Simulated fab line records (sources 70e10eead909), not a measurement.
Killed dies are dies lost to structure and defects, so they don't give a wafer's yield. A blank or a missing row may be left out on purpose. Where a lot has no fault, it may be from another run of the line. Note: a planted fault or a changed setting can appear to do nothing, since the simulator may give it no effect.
Which tool is to blame? | flow nand_harc | 6 lots, 18 wafers sampled, at 4 steps of a route of 1159

## WHAT EACH GAUGE READ, for each wafer
NHARC_A_CONTACT_CD_MEAS_80.
lot  | measured     | on        | cd_nm (nm)
L408 | day 17 10:08 | cd_sem-02 | 189.3 189.9 190.0
L410 | day 17 22:59 | cd_sem-03 | 190.2 190.3 190.0
L413 | day 19 04:14 | cd_sem-02 | 189.4 189.4 189.3
L421 | day 21 14:52 | cd_sem-01 | 189.9 190.2 189.3
L424 | day 21 21:23 | cd_sem-01 | 190.9 190.0 190.7
L426 | day 22 09:05 | cd_sem-02 | 189.5 189.2 189.2

## TOOL THAT RAN EACH LOT (tool first, then ch and the chambers of the sampled wafers, then the start)
lot  | NHARC_A_CONTACT_ETCH_127             | NHARC_A_CONTACT_ETCH_129             | NHARC_A_CONTACT_ETCH_97
L408 | har_cap_etch-01 ch 0,1, day 17 08:32 | har_cap_etch-01 ch 0,1, day 17 08:49 | rie_diel-04 ch 1,2, day 17 10:03
L410 | har_cap_etch-01 ch 0, day 17 21:21   | har_cap_etch-01 ch 0, day 17 21:38   | rie_diel-02 ch 0,2,3, day 17 22:55
L413 | har_cap_etch-02 ch 0,1, day 19 02:35 | har_cap_etch-02 ch 0,1, day 19 02:52 | rie_diel-07 ch 0,2, day 19 04:10
L421 | har_cap_etch-03 ch 0, day 21 12:54   | har_cap_etch-03 ch 0, day 21 13:11   | rie_diel-04 ch 0,3, day 21 14:47
L424 | har_cap_etch-02 ch 0,1, day 21 19:45 | har_cap_etch-02 ch 0,1, day 21 20:02 | rie_diel-07 ch 1,2, day 21 21:19
L426 | har_cap_etch-01 ch 0,1, day 22 07:29 | har_cap_etch-01 ch 0,1, day 22 07:46 | rie_diel-07 ch 1,2, day 22 09:00
- NHARC_A_CONTACT_ETCH_127: etches the open film in C4F8/O2/Ar, time 155 s, target depth 956 nm.
- NHARC_A_CONTACT_ETCH_129: etches the open film in C4F8/O2/Ar, time 155 s, target depth 956 nm.
- NHARC_A_CONTACT_ETCH_97: etches the open film in C4F6/O2, target depth 20 nm, time 10 s.

## THE ANSWER, worked out from the rows above alone
Rule: what is usual is taken from the lots themselves. The widest of any qualifying gaps counts: lots, ordered by their means at a reading, are off when they make up no more than a third of the lots, leave a main group of 4 or more, and stand apart from it by 3 or more times the standard deviation of that group's means. The tables above print the reading to a certain number of digits; a main group whose means all agree to those digits is not used. Also off: a lot with no number at a reading for which 4 or more lots have one. Any other lot the step has rows for is counted as sound.
Across all readings shown, no lot is off: no conclusion can be drawn from this.

## WHAT THE SIMULATOR HAD INSERTED
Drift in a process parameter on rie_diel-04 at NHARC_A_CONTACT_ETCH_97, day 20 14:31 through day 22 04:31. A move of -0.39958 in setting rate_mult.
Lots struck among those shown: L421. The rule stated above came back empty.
